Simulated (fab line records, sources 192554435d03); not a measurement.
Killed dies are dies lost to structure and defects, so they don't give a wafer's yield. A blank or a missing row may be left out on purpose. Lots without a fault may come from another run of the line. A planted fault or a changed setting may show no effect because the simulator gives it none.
Which tool did it? | flow n5_finfet | 24 lots, 72 wafers sampled, at 5 steps of a route of 1938

WHAT THE GAUGES READ, wafer by wafer
N5_BEOL_M10_INSPECT_58: inspects for defects (darkfield).
lot  | measured     | on                | raw_defect_count
L074 | day 9 18:59  | defect_inspect-01 | 43 82 93
L076 | day 10 11:01 | defect_inspect-02 | 73 51 68
L075 | day 10 12:25 | defect_inspect-01 | 58 72 90
L079 | day 10 19:02 | defect_inspect-02 | 50 90 68
L077 | day 10 19:18 | defect_inspect-02 | 63 46 51
L078 | day 10 19:39 | defect_inspect-02 | 62 92 47
L081 | day 11 14:17 | defect_inspect-02 | 130 83 78
L080 | day 11 14:24 | defect_inspect-01 | 50 54 68
L082 | day 11 20:25 | defect_inspect-02 | 64 52 71
L084 | day 12 11:35 | defect_inspect-01 | 60 83 31
L083 | day 12 14:33 | defect_inspect-01 | 55 53 71
L085 | day 12 21:40 | defect_inspect-02 | 83 39 43
L086 | day 13 00:38 | defect_inspect-02 | 55 53 55
L088 | day 13 18:16 | defect_inspect-01 | 45 49 86
L087 | day 13 18:28 | defect_inspect-01 | 69 124 111
L091 | day 14 09:34 | defect_inspect-01 | 79 74 74
L090 | day 14 09:17 | defect_inspect-01 | 116 83 75
L089 | day 14 07:10 | defect_inspect-01 | 94 38 64
L093 | day 14 10:20 | defect_inspect-01 | 69 79 70
L092 | day 14 15:35 | defect_inspect-02 | 75 59 51
L094 | day 15 05:18 | defect_inspect-01 | 59 33 66
L095 | day 15 15:20 | defect_inspect-01 | 109 96 43
L096 | day 15 16:16 | defect_inspect-01 | 52 51 41
L097 | day 15 22:42 | defect_inspect-02 | 113 76 83

N5_BEOL_M11_INSPECT_13: inspects for defects (brightfield).
lot  | measured     | on                | raw_defect_count
L074 | day 9 20:46  | defect_inspect-02 | 560 587 558
L076 | day 10 12:13 | defect_inspect-01 | 498 357 360
L075 | day 10 15:04 | defect_inspect-02 | 319 586 452
L079 | day 10 22:04 | defect_inspect-02 | 238 481 414
L077 | day 10 22:24 | defect_inspect-02 | 321 345 404
L078 | day 10 23:45 | defect_inspect-01 | 364 386 351
L081 | day 11 16:03 | defect_inspect-02 | 523 319 378
L080 | day 11 22:56 | defect_inspect-01 | 209 342 365
L082 | day 11 23:32 | defect_inspect-02 | 366 412 480
L084 | day 12 13:50 | defect_inspect-01 | 316 395 262
L083 | day 12 19:50 | defect_inspect-02 | 633 389 398
L085 | day 12 23:09 | defect_inspect-01 | 339 313 318
L086 | day 13 02:32 | defect_inspect-02 | 415 331 329
L088 | day 13 21:23 | defect_inspect-02 | 389 561 365
L087 | day 13 21:33 | defect_inspect-02 | 526 517 443
L091 | day 14 11:05 | defect_inspect-02 | 610 441 440
L090 | day 14 13:34 | defect_inspect-02 | 492 471 389
L089 | day 14 09:09 | defect_inspect-02 | 497 622 553
L093 | day 14 13:25 | defect_inspect-01 | 280 398 305
L092 | day 14 18:29 | defect_inspect-02 | 453 321 325
L094 | day 15 07:29 | defect_inspect-01 | 455 358 418
L095 | day 15 17:35 | defect_inspect-01 | 533 432 334
L096 | day 15 18:41 | defect_inspect-02 | 387 409 345
L097 | day 16 00:23 | defect_inspect-02 | 443 395 416

WHICH TOOL RAN EACH LOT (tool, then ch and the chambers of the sampled wafers, then the start)
lot  | N5_BEOL_M9_STRIP_36                | N5_BEOL_M10_PRE_CLEAN_45     | N5_BEOL_M11_CURE_71
L074 | rie_diel-02 ch 1,2,3, day 9 08:50  | pvd_sputter-01, day 9 17:25  | uv_cure-03 ch 2, day 9 19:11
L076 | rie_diel-05 ch 0,2,3, day 9 23:29  | pvd_sputter-03, day 10 08:08 | uv_cure-01 ch 1, day 10 11:10
L075 | rie_diel-05 ch 0,1, day 10 01:36   | pvd_sputter-02, day 10 10:46 | uv_cure-01 ch 1, day 10 12:34
L079 | rie_diel-05 ch 1,2,3, day 10 06:47 | pvd_sputter-01, day 10 16:35 | uv_cure-01 ch 2, day 10 19:09
L077 | rie_diel-04 ch 1,2, day 10 06:58   | pvd_sputter-02, day 10 17:07 | uv_cure-01 ch 2, day 10 19:43
L078 | rie_diel-05 ch 0,1,2, day 10 08:53 | pvd_sputter-02, day 10 17:47 | uv_cure-01 ch 1, day 10 20:07
L081 | rie_diel-02 ch 1,2,3, day 11 00:08 | pvd_sputter-03, day 11 12:46 | uv_cure-03 ch 1, day 11 14:29
L080 | rie_diel-02 ch 1,2,3, day 11 02:23 | pvd_sputter-01, day 11 12:50 | uv_cure-02 ch 2, day 11 14:41
L082 | rie_diel-04 ch 1,3, day 11 08:19   | pvd_sputter-02, day 11 18:40 | uv_cure-02 ch 0, day 11 20:32
L084 | rie_diel-02 ch 0,3, day 11 23:11   | pvd_sputter-03, day 12 09:43 | uv_cure-02 ch 2, day 12 11:47
L083 | rie_diel-02 ch 1,2,3, day 12 01:37 | pvd_sputter-03, day 12 12:29 | uv_cure-03 ch 1, day 12 14:40
L085 | rie_diel-04 ch 0,1, day 12 05:26   | pvd_sputter-01, day 12 19:56 | uv_cure-01 ch 2, day 12 21:48
L086 | rie_diel-02 ch 0,1,2, day 12 12:25 | pvd_sputter-01, day 12 22:32 | uv_cure-01 ch 2, day 13 00:50
L088 | rie_diel-05 ch 0,3, day 13 03:09   | pvd_sputter-02, day 13 16:40 | uv_cure-01 ch 0, day 13 18:25
L087 | rie_diel-05 ch 2,3, day 13 03:42   | pvd_sputter-02, day 13 16:49 | uv_cure-03 ch 1, day 13 18:35
L091 | rie_diel-02 ch 0,2, day 13 20:39   | pvd_sputter-02, day 14 07:43 | uv_cure-01 ch 2, day 14 09:51
L090 | rie_diel-05 ch 0,2,3, day 13 20:49 | pvd_sputter-02, day 14 07:38 | uv_cure-02 ch 1, day 14 09:44
L089 | rie_diel-02 ch 1,2, day 13 22:49   | pvd_sputter-01, day 14 05:10 | uv_cure-02 ch 2, day 14 07:27
L093 | rie_diel-04 ch 1,2,3, day 13 23:01 | pvd_sputter-01, day 14 08:16 | uv_cure-03 ch 1, day 14 11:01
L092 | rie_diel-04 ch 0,1,2, day 14 07:23 | pvd_sputter-01, day 14 13:43 | uv_cure-01 ch 0, day 14 15:44
L094 | rie_diel-04 ch 1,2,3, day 14 17:44 | pvd_sputter-02, day 15 03:17 | uv_cure-02 ch 2, day 15 05:34
L095 | rie_diel-02 ch 0,1, day 15 03:49   | pvd_sputter-01, day 15 13:46 | uv_cure-03 ch 1, day 15 15:27
L096 | rie_diel-05 ch 0,2,3, day 15 06:05 | pvd_sputter-01, day 15 14:29 | uv_cure-01 ch 0, day 15 16:22
L097 | rie_diel-05 ch 0,1, day 15 10:46   | pvd_sputter-02, day 15 20:47 | uv_cure-01 ch 1, day 15 22:49
- N5_BEOL_M9_STRIP_36: strips in N2/H2.
- N5_BEOL_M10_PRE_CLEAN_45: time 30 s.
- N5_BEOL_M11_CURE_71: cures SiCOH lowk, time 240 s.

WHAT THE TOOLS THEMSELVES READ (means of the sampled wafers that have a number; where no wafer has one, the mark that the record gives instead)
N5_BEOL_M9_STRIP_36.
lot  | tool        | bias_power_w (W) | drypump_motor_current_A (A) | oes_product_au (a.u.) | power_w (W) | rf_vpp_V (V) | showerhead_plenum_p_Torr (Torr) | throttle_valve_pct (%)
L074 | rie_diel-02 | 7.014            | 6.0                         | 0.73                  | 450.8       | 58.6         | 2.53                            | 23.9
L076 | rie_diel-05 | 7.003            | 5.8                         | 0.78                  | 450.4       | 58.0         | 2.54                            | 23.5
L075 | rie_diel-05 | 7.037            | 6.2                         | 0.72                  | 450.3       | 59.1         | 2.60                            | 23.7
L079 | rie_diel-05 | 6.983            | 5.9                         | 0.71                  | 451.7       | 59.3         | 2.56                            | 23.5
L077 | rie_diel-04 | 7.016            | 5.5                         | 0.83                  | 449.8       | 58.2         | 2.56                            | 23.6
L078 | rie_diel-05 | 7.015            | 5.9                         | 0.73                  | 450.7       | 59.4         | 2.60                            | 23.7
L081 | rie_diel-02 | 7.011            | 6.1                         | 0.73                  | 451.0       | 59.0         | 2.52                            | 23.9
L080 | rie_diel-02 | 7.024            | 6.0                         | 0.72                  | 450.0       | 58.8         | 2.52                            | 23.9
L082 | rie_diel-04 | 7.003            | 5.3                         | 0.92                  | 450.2       | 59.7         | 2.52                            | 23.1
L084 | rie_diel-02 | 7.009            | 5.8                         | 0.72                  | 449.6       | 57.5         | 2.50                            | 23.7
L083 | rie_diel-02 | 6.990            | 6.1                         | 0.72                  | 449.8       | 59.7         | 2.52                            | 23.9
L085 | rie_diel-04 | 6.993            | 5.2                         | 0.80                  | 450.3       | 59.6         | 2.52                            | 23.6
L086 | rie_diel-02 | 7.009            | 6.0                         | 0.72                  | 450.0       | 59.3         | 2.52                            | 23.9
L088 | rie_diel-05 | 7.011            | 6.1                         | 0.77                  | 449.0       | 59.3         | 2.46                            | 23.4
L087 | rie_diel-05 | 6.990            | 5.6                         | 0.71                  | 448.7       | 58.6         | 2.56                            | 23.4
L091 | rie_diel-02 | 6.991            | 6.1                         | 0.70                  | 447.9       | 59.1         | 2.57                            | 23.8
L090 | rie_diel-05 | 7.010            | 5.8                         | 0.74                  | 449.3       | 59.5         | 2.53                            | 23.5
L089 | rie_diel-02 | 7.001            | 6.2                         | 0.71                  | 450.1       | 58.9         | 2.55                            | 23.9
L093 | rie_diel-04 | 6.984            | 5.6                         | 0.82                  | 450.9       | 60.7         | 2.52                            | 23.3
L092 | rie_diel-04 | 6.990            | 5.5                         | 0.75                  | 450.0       | 59.7         | 2.50                            | 23.7
L094 | rie_diel-04 | 6.988            | 5.6                         | 0.82                  | 449.9       | 59.6         | 2.52                            | 23.4
L095 | rie_diel-02 | 7.009            | 5.9                         | 0.72                  | 449.9       | 58.8         | 2.45                            | 24.1
L096 | rie_diel-05 | 7.009            | 5.9                         | 0.74                  | 450.0       | 58.2         | 2.52                            | 23.5
L097 | rie_diel-05 | 7.016            | 6.2                         | 0.87                  | 450.3       | 59.5         | 2.58                            | 23.4

N5_BEOL_M10_PRE_CLEAN_45.
lot  | tool           | heater_power_w (W)
L074 | pvd_sputter-01 | 307
L076 | pvd_sputter-03 | 369
L075 | pvd_sputter-02 | 412
L079 | pvd_sputter-01 | 375
L077 | pvd_sputter-02 | 357
L078 | pvd_sputter-02 | 385
L081 | pvd_sputter-03 | 326
L080 | pvd_sputter-01 | 309
L082 | pvd_sputter-02 | 354
L084 | pvd_sputter-03 | 342
L083 | pvd_sputter-03 | 333
L085 | pvd_sputter-01 | 341
L086 | pvd_sputter-01 | 342
L088 | pvd_sputter-02 | 384
L087 | pvd_sputter-02 | 379
L091 | pvd_sputter-02 | 352
L090 | pvd_sputter-02 | 383
L089 | pvd_sputter-01 | 307
L093 | pvd_sputter-01 | 342
L092 | pvd_sputter-01 | 332
L094 | pvd_sputter-02 | 385
L095 | pvd_sputter-01 | 401
L096 | pvd_sputter-01 | 309
L097 | pvd_sputter-02 | 384

N5_BEOL_M11_CURE_71.
lot  | tool       | lamp_power_pct (%) | wafer_temp_C_max
L074 | uv_cure-03 | 52.26              | 386.3
L076 | uv_cure-01 | 52.28              | 387.7
L075 | uv_cure-01 | 52.31              | 386.7
L079 | uv_cure-01 | 52.38              | 387.0
L077 | uv_cure-01 | 52.27              | 386.8
L078 | uv_cure-01 | 52.36              | 388.1
L081 | uv_cure-03 | 52.35              | 386.0
L080 | uv_cure-02 | 52.32              | 386.3
L082 | uv_cure-02 | 52.32              | 387.9
L084 | uv_cure-02 | 52.30              | 386.2
L083 | uv_cure-03 | 52.35              | 385.8
L085 | uv_cure-01 | 52.28              | 387.1
L086 | uv_cure-01 | 52.21              | 386.9
L088 | uv_cure-01 | 52.28              | 387.2
L087 | uv_cure-03 | 52.33              | 385.9
L091 | uv_cure-01 | 52.32              | 386.7
L090 | uv_cure-02 | 52.31              | 386.5
L089 | uv_cure-02 | 52.32              | 386.5
L093 | uv_cure-03 | 52.31              | 386.0
L092 | uv_cure-01 | 52.34              | 387.2
L094 | uv_cure-02 | 52.27              | 386.2
L095 | uv_cure-03 | 52.30              | 385.8
L096 | uv_cure-01 | 52.31              | 386.7
L097 | uv_cure-01 | 52.37              | 388.2

THE ANSWER, worked out from the rows above alone
Rule: what is usual is taken from the lots themselves. Put in order of their means at a reading, lots are off if they are a third of the lots or fewer, leave a main group of 4 or more, and stand apart from it by a gap of 3 or more times the standard deviation of the main group's means; of several such gaps the widest counts. A main group whose means are all the same, to the digits that the tables above print for the reading, isn't used. A lot without any number at a reading at which 4 lots or more have one is off too. The other lots that the step has rows for count as sound. The gauges are gone through in route order, then the tools' own readings, and for those a lot's mean is taken as printed above. The first step at which some lot is off is used, and at that step the reading that is off furthest; a lot without a number counts as furthest.
No lot is off at any reading shown: from this, nothing can be told.

WHAT THE SIMULATOR HAD PUT IN
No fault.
